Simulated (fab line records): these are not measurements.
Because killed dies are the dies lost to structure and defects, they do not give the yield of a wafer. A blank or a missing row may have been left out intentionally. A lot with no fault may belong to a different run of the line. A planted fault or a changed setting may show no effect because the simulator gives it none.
Which tool is to blame? :: flow n5Finfet :: 9 lots with 27 wafers sampled at 6 steps, on a route of 1938 steps

== WHAT EACH GAUGE READ, for each wafer ==
N5_GATE_CUT_THK_MEAS_24.
lot: L690
measured: day 5 04:51
on: filmMetro-02
GC_FILL_THK (nm): 220.2 218.4 220.6

lot: L694
measured: day 6 02:22
on: filmMetro-02
GC_FILL_THK (nm): 217.4 220.0 220.1

lot: L696
measured: day 6 13:18
on: filmMetro-02
GC_FILL_THK (nm): 218.4 219.4 219.6

lot: L699
measured: day 7 06:56
on: filmMetro-02
GC_FILL_THK (nm): 219.2 218.7 221.4

lot: L700
measured: day 7 16:05
on: filmMetro-01
GC_FILL_THK (nm): 216.6 218.7 221.6

lot: L705
measured: day 8 19:28
on: filmMetro-02
GC_FILL_THK (nm): 220.0 221.4 265.2

lot: L707
measured: day 9 07:22
on: filmMetro-02
GC_FILL_THK (nm): 218.2 217.2 219.3

lot: L708
measured: day 9 16:29
on: filmMetro-01
GC_FILL_THK (nm): 260.7 260.9 261.3

lot: L711
measured: day 10 09:05
on: filmMetro-01
GC_FILL_THK (nm): 220.7 221.2 221.7

== WHAT TOOL EACH LOT RAN ON (gives the tool, then ch and the chambers of the sampled wafers, and finally the start) ==
lot: L690
N5_GATE_CUT_HM_DEP_46: pecvd-01 ch 1,2, day 5 01:46
N5_GATE_CUT_HM_OPEN_40: rieDiel-04 ch 0,1,3, day 5 02:24
N5_GATE_CUT_ETCH_19: rieDiel-04 ch 0,1,3, day 5 02:31
N5_GATE_CUT_CUT_ETCH_54: rieMetal-01 ch 0,1, day 5 02:41
N5_GATE_CUT_CUT_ETCH_55: rieMetal-01 ch 0,1, day 5 02:45

lot: L694
N5_GATE_CUT_HM_DEP_46: pecvd-02 ch 0,1,2, day 5 22:58
N5_GATE_CUT_HM_OPEN_40: rieDiel-04 ch 0,1,3, day 5 23:43
N5_GATE_CUT_ETCH_19: rieDiel-04 ch 0,1,3, day 5 23:50
N5_GATE_CUT_CUT_ETCH_54: rieMetal-03 ch 0,1, day 6 00:02
N5_GATE_CUT_CUT_ETCH_55: rieMetal-03 ch 0,1, day 6 00:05

lot: L696
N5_GATE_CUT_HM_DEP_46: pecvd-01 ch 0,1,2, day 6 09:22
N5_GATE_CUT_HM_OPEN_40: rieDiel-06 ch 0,3, day 6 10:44
N5_GATE_CUT_ETCH_19: rieDiel-06 ch 0,3, day 6 10:55
N5_GATE_CUT_CUT_ETCH_54: rieMetal-02 ch 0,1, day 6 11:08
N5_GATE_CUT_CUT_ETCH_55: rieMetal-02 ch 0,1, day 6 11:11

lot: L699
N5_GATE_CUT_HM_DEP_46: pecvd-01 ch 0,1,2, day 7 03:39
N5_GATE_CUT_HM_OPEN_40: rieDiel-03 ch 2,3, day 7 04:24
N5_GATE_CUT_ETCH_19: rieDiel-03 ch 2,3, day 7 04:31
N5_GATE_CUT_CUT_ETCH_54: rieMetal-03 ch 0,1, day 7 04:41
N5_GATE_CUT_CUT_ETCH_55: rieMetal-03 ch 0,1, day 7 04:45

lot: L700
N5_GATE_CUT_HM_DEP_46: pecvd-01 ch 1,2, day 7 12:59
N5_GATE_CUT_HM_OPEN_40: rieDiel-06 ch 0,3, day 7 13:37
N5_GATE_CUT_ETCH_19: rieDiel-06 ch 0,3, day 7 13:44
N5_GATE_CUT_CUT_ETCH_54: rieMetal-01 ch 0,1, day 7 13:55
N5_GATE_CUT_CUT_ETCH_55: rieMetal-01 ch 0,1, day 7 13:58

lot: L705
N5_GATE_CUT_HM_DEP_46: pecvd-01 ch 0,2, day 8 16:16
N5_GATE_CUT_HM_OPEN_40: rieDiel-06 ch 0,1,3, day 8 17:00
N5_GATE_CUT_ETCH_19: rieDiel-06 ch 0,1,3, day 8 17:07
N5_GATE_CUT_CUT_ETCH_54: rieMetal-01 ch 0,1, day 8 17:17
N5_GATE_CUT_CUT_ETCH_55: rieMetal-01 ch 0,1, day 8 17:21

lot: L707
N5_GATE_CUT_HM_DEP_46: pecvd-03 ch 0,1, day 9 04:10
N5_GATE_CUT_HM_OPEN_40: rieDiel-03 ch 0,1,3, day 9 04:55
N5_GATE_CUT_ETCH_19: rieDiel-03 ch 0,1,3, day 9 05:02
N5_GATE_CUT_CUT_ETCH_54: rieMetal-03 ch 0,1, day 9 05:12
N5_GATE_CUT_CUT_ETCH_55: rieMetal-03 ch 0,1, day 9 05:16

lot: L708
N5_GATE_CUT_HM_DEP_46: pecvd-01 ch 0,1,2, day 9 13:13
N5_GATE_CUT_HM_OPEN_40: rieDiel-03 ch 1,2,3, day 9 14:01
N5_GATE_CUT_ETCH_19: rieDiel-03 ch 1,2,3, day 9 14:08
N5_GATE_CUT_CUT_ETCH_54: rieMetal-01 ch 0,1, day 9 14:20
N5_GATE_CUT_CUT_ETCH_55: rieMetal-01 ch 0,1, day 9 14:23

lot: L711
N5_GATE_CUT_HM_DEP_46: pecvd-03 ch 0, day 10 05:43
N5_GATE_CUT_HM_OPEN_40: rieDiel-06 ch 0,1,2, day 10 06:22
N5_GATE_CUT_ETCH_19: rieDiel-06 ch 0,1,2, day 10 06:29
N5_GATE_CUT_CUT_ETCH_54: rieMetal-03 ch 0,1, day 10 06:41
N5_GATE_CUT_CUT_ETCH_55: rieMetal-03 ch 0,1, day 10 06:44
- N5_GATE_CUT_HM_DEP_46: deposits SiO2 from TEOS/O2, target thk 130 nm, time 26.6 s.
- N5_GATE_CUT_HM_OPEN_40: chemistry C4F6/O2, target SiO2, target depth 139 nm, time 85.1 s.
- N5_GATE_CUT_ETCH_19: etches SiNx in CH3F/O2, target depth 53.7 nm, time 76.7 s.
- N5_GATE_CUT_CUT_ETCH_54: etches TiN in Cl2/BCl3, target depth 96.7 nm.
- N5_GATE_CUT_CUT_ETCH_55: etches HfO2 in BCl3, target depth 3.2 nm.

== WHAT THE TOOLS THEMSELVES READ (means of the sampled wafers that have a number; where no wafer has one, the mark that the record gives instead) ==
N5_GATE_CUT_HM_DEP_46.
lot: L690
tool: pecvd-01
heaterPowerW (W): 602
showerheadPlenumPTorr (Torr): 8.33
susceptorTempC (C): 400.03
throttleValvePct (%): 17.7

lot: L694
tool: pecvd-02
heaterPowerW (W): 545
showerheadPlenumPTorr (Torr): 8.35
susceptorTempC (C): 399.94
throttleValvePct (%): 19.2

lot: L696
tool: pecvd-01
heaterPowerW (W): 439
showerheadPlenumPTorr (Torr): 8.33
susceptorTempC (C): 400.11
throttleValvePct (%): 18.0

lot: L699
tool: pecvd-01
heaterPowerW (W): 505
showerheadPlenumPTorr (Torr): 8.33
susceptorTempC (C): 399.99
throttleValvePct (%): 17.9

lot: L700
tool: pecvd-01
heaterPowerW (W): 548
showerheadPlenumPTorr (Torr): 8.31
susceptorTempC (C): 399.79
throttleValvePct (%): 17.6

lot: L705
tool: pecvd-01
heaterPowerW (W): 468
showerheadPlenumPTorr (Torr): 8.29
susceptorTempC (C): 399.93
throttleValvePct (%): 17.9

lot: L707
tool: pecvd-03
heaterPowerW (W): 538
showerheadPlenumPTorr (Torr): 8.37
susceptorTempC (C): 399.75
throttleValvePct (%): 18.6

lot: L708
tool: pecvd-01
heaterPowerW (W): 482
showerheadPlenumPTorr (Torr): 8.33
susceptorTempC (C): 399.99
throttleValvePct (%): 18.0

lot: L711
tool: pecvd-03
heaterPowerW (W): 488
showerheadPlenumPTorr (Torr): 8.34
susceptorTempC (C): 400.04
throttleValvePct (%): 17.4

N5_GATE_CUT_HM_OPEN_40.
lot: L690
tool: rieDiel-04
drypumpMotorCurrentA (A): 5.5
etchRfOnTimeS (s): 94.8
oesProductAu (a.u.): 0.69
rfVppV (V): 666
showerheadPlenumPTorr (Torr): 2.89
throttleValvePct (%): 20.99

lot: L694
tool: rieDiel-04
drypumpMotorCurrentA (A): 5.5
etchRfOnTimeS (s): 94.7
oesProductAu (a.u.): 0.68
rfVppV (V): 665
showerheadPlenumPTorr (Torr): 2.89
throttleValvePct (%): 20.99

lot: L696
tool: rieDiel-06
drypumpMotorCurrentA (A): 5.7
etchRfOnTimeS (s): 92.5
oesProductAu (a.u.): 0.75
rfVppV (V): 664
showerheadPlenumPTorr (Torr): 2.84
throttleValvePct (%): 21.00

lot: L699
tool: rieDiel-03
drypumpMotorCurrentA (A): 5.5
etchRfOnTimeS (s): 94.6
oesProductAu (a.u.): 0.83
rfVppV (V): 657
showerheadPlenumPTorr (Torr): 2.87
throttleValvePct (%): 20.67

lot: L700
tool: rieDiel-06
drypumpMotorCurrentA (A): 5.7
etchRfOnTimeS (s): 93.9
oesProductAu (a.u.): 0.70
rfVppV (V): 660
showerheadPlenumPTorr (Torr): 2.78
throttleValvePct (%): 21.13

lot: L705
tool: rieDiel-06
drypumpMotorCurrentA (A): 5.7
etchRfOnTimeS (s): 104.3
oesProductAu (a.u.): 0.70
rfVppV (V): 664
showerheadPlenumPTorr (Torr): 2.84
throttleValvePct (%): 21.10

lot: L707
tool: rieDiel-03
drypumpMotorCurrentA (A): 5.7
etchRfOnTimeS (s): 93.9
oesProductAu (a.u.): 0.73
rfVppV (V): 662
showerheadPlenumPTorr (Torr): 2.87
throttleValvePct (%): 20.85

lot: L708
tool: rieDiel-03
drypumpMotorCurrentA (A): 5.5
etchRfOnTimeS (s): 123.6
oesProductAu (a.u.): 0.84
rfVppV (V): 664
showerheadPlenumPTorr (Torr): 2.90
throttleValvePct (%): 20.73

lot: L711
tool: rieDiel-06
drypumpMotorCurrentA (A): 5.6
etchRfOnTimeS (s): 93.9
oesProductAu (a.u.): 0.73
rfVppV (V): 669
showerheadPlenumPTorr (Torr): 2.90
throttleValvePct (%): 21.03

N5_GATE_CUT_ETCH_19.
lot: L690
tool: rieDiel-04
drypumpMotorCurrentA (A): 5.5
etchRfOnTimeS (s): 77.2
oesProductAu (a.u.): 0.65
rfVppV (V): 298
showerheadPlenumPTorr (Torr): 2.03
throttleValvePct (%): 16.40

lot: L694
tool: rieDiel-04
drypumpMotorCurrentA (A): 5.5
etchRfOnTimeS (s): 77.7
oesProductAu (a.u.): 0.64
rfVppV (V): 298
showerheadPlenumPTorr (Torr): 2.03
throttleValvePct (%): 16.41

lot: L696
tool: rieDiel-06
drypumpMotorCurrentA (A): 5.7
etchRfOnTimeS (s): 75.2
oesProductAu (a.u.): 0.72
rfVppV (V): 297
showerheadPlenumPTorr (Torr): 2.00
throttleValvePct (%): 16.36

lot: L699
tool: rieDiel-03
drypumpMotorCurrentA (A): 5.5
etchRfOnTimeS (s): 77.9
oesProductAu (a.u.): 0.78
rfVppV (V): 294
showerheadPlenumPTorr (Torr): 2.02
throttleValvePct (%): 16.04

lot: L700
tool: rieDiel-06
drypumpMotorCurrentA (A): 5.7
etchRfOnTimeS (s): 77.3
oesProductAu (a.u.): 0.66
rfVppV (V): 295
showerheadPlenumPTorr (Torr): 1.95
throttleValvePct (%): 16.52

lot: L705
tool: rieDiel-06
drypumpMotorCurrentA (A): 5.7
etchRfOnTimeS (s): 76.8
oesProductAu (a.u.): 0.65
rfVppV (V): 297
showerheadPlenumPTorr (Torr): 2.00
throttleValvePct (%): 16.50

lot: L707
tool: rieDiel-03
drypumpMotorCurrentA (A): 5.7
etchRfOnTimeS (s): 77.7
oesProductAu (a.u.): 0.69
rfVppV (V): 295
showerheadPlenumPTorr (Torr): 2.02
throttleValvePct (%): 16.24

lot: L708
tool: rieDiel-03
drypumpMotorCurrentA (A): 5.5
etchRfOnTimeS (s): 77.0
oesProductAu (a.u.): 0.74
rfVppV (V): 296
showerheadPlenumPTorr (Torr): 2.04
throttleValvePct (%): 16.07

lot: L711
tool: rieDiel-06
drypumpMotorCurrentA (A): 5.6
etchRfOnTimeS (s): 77.1
oesProductAu (a.u.): 0.68
rfVppV (V): 298
showerheadPlenumPTorr (Torr): 2.04
throttleValvePct (%): 16.40

N5_GATE_CUT_CUT_ETCH_54.
lot: L690
tool: rieMetal-01
drypumpMotorCurrentA (A): 5.9
etchRfOnTimeS (s): 36.1
oesProductAu (a.u.): 0.84
throttleValvePct (%): 22.10

lot: L694
tool: rieMetal-03
drypumpMotorCurrentA (A): 5.3
etchRfOnTimeS (s): 36.4
oesProductAu (a.u.): 0.71
throttleValvePct (%): 22.10

lot: L696
tool: rieMetal-02
drypumpMotorCurrentA (A): 5.6
etchRfOnTimeS (s): 36.4
oesProductAu (a.u.): 0.62
throttleValvePct (%): 22.14

lot: L699
tool: rieMetal-03
drypumpMotorCurrentA (A): 5.3
etchRfOnTimeS (s): 36.0
oesProductAu (a.u.): 0.71
throttleValvePct (%): 22.11

lot: L700
tool: rieMetal-01
drypumpMotorCurrentA (A): 5.9
etchRfOnTimeS (s): 35.7
oesProductAu (a.u.): 0.79
throttleValvePct (%): 22.11

lot: L705
tool: rieMetal-01
drypumpMotorCurrentA (A): 5.8
etchRfOnTimeS (s): 36.3
oesProductAu (a.u.): 0.77
throttleValvePct (%): 22.12

lot: L707
tool: rieMetal-03
drypumpMotorCurrentA (A): 5.3
etchRfOnTimeS (s): 36.2
oesProductAu (a.u.): 0.70
throttleValvePct (%): 22.11

lot: L708
tool: rieMetal-01
drypumpMotorCurrentA (A): 5.9
etchRfOnTimeS (s): 36.4
oesProductAu (a.u.): 0.76
throttleValvePct (%): 22.13

lot: L711
tool: rieMetal-03
drypumpMotorCurrentA (A): 5.6
etchRfOnTimeS (s): 36.3
oesProductAu (a.u.): 0.69
throttleValvePct (%): 22.18

N5_GATE_CUT_CUT_ETCH_55.
lot: L690
tool: rieMetal-01
drypumpMotorCurrentA (A): 5.8
oesProductAu (a.u.): 0.92
throttleValvePct (%): 32.82

lot: L694
tool: rieMetal-03
drypumpMotorCurrentA (A): 5.3
oesProductAu (a.u.): 0.79
throttleValvePct (%): 32.84

lot: L696
tool: rieMetal-02
drypumpMotorCurrentA (A): 5.6
oesProductAu (a.u.): 0.68
throttleValvePct (%): 32.95

lot: L699
tool: rieMetal-03
drypumpMotorCurrentA (A): 5.3
oesProductAu (a.u.): 0.78
throttleValvePct (%): 32.85

lot: L700
tool: rieMetal-01
drypumpMotorCurrentA (A): 5.9
oesProductAu (a.u.): 0.88
throttleValvePct (%): 32.84

lot: L705
tool: rieMetal-01
drypumpMotorCurrentA (A): 5.9
oesProductAu (a.u.): 0.85
throttleValvePct (%): 32.84

lot: L707
tool: rieMetal-03
drypumpMotorCurrentA (A): 5.3
oesProductAu (a.u.): 0.78
throttleValvePct (%): 32.86

lot: L708
tool: rieMetal-01
drypumpMotorCurrentA (A): 5.9
oesProductAu (a.u.): 0.84
throttleValvePct (%): 32.85

lot: L711
tool: rieMetal-03
drypumpMotorCurrentA (A): 5.6
oesProductAu (a.u.): 0.76
throttleValvePct (%): 33.02

== THE ANSWER, worked out from the rows above alone ==
Rule: usual is defined by the lots themselves. Put in order of their means at a reading, lots are off if they are a third of the lots or fewer, leave a main group of 4 or more, and stand apart from it by a gap of 3 or more times the standard deviation of the main group's means; of several such gaps the widest counts. Not used: any main group whose means are identical at the precision the tables above print for the reading. A lot without any number at a reading at which 4 lots or more have one is off too. Any other lot the step has rows for is counted as sound. Order of review: gauges by route order, followed by the tools' own readings, for which a lot's mean as printed above is used. The first step at which some lot is off is used, and at that step the reading that is off furthest; a lot without a number counts as furthest.
Off: at N5_GATE_CUT_THK_MEAS_24 (GC_FILL_THK), L705, L708. For the main group the mean is 219.5 nm and the standard deviation 0.86.
If a tool, at a process step before that reading, ran all the lots that are off and no sound lot after the first of them, it fits. Not tried: the gauges at N5_GATE_CUT_THK_MEAS_24; whatever is off there is also off at N5_GATE_CUT_HM_OPEN_40, on other tools, and gauge error can't account for it. Undecided on this evidence; 2 tools fit (pecvd-01 at N5_GATE_CUT_HM_DEP_46, rieMetal-01 at N5_GATE_CUT_CUT_ETCH_54 and N5_GATE_CUT_CUT_ETCH_55).

== WHAT THE SIMULATOR HAD PUT IN ==
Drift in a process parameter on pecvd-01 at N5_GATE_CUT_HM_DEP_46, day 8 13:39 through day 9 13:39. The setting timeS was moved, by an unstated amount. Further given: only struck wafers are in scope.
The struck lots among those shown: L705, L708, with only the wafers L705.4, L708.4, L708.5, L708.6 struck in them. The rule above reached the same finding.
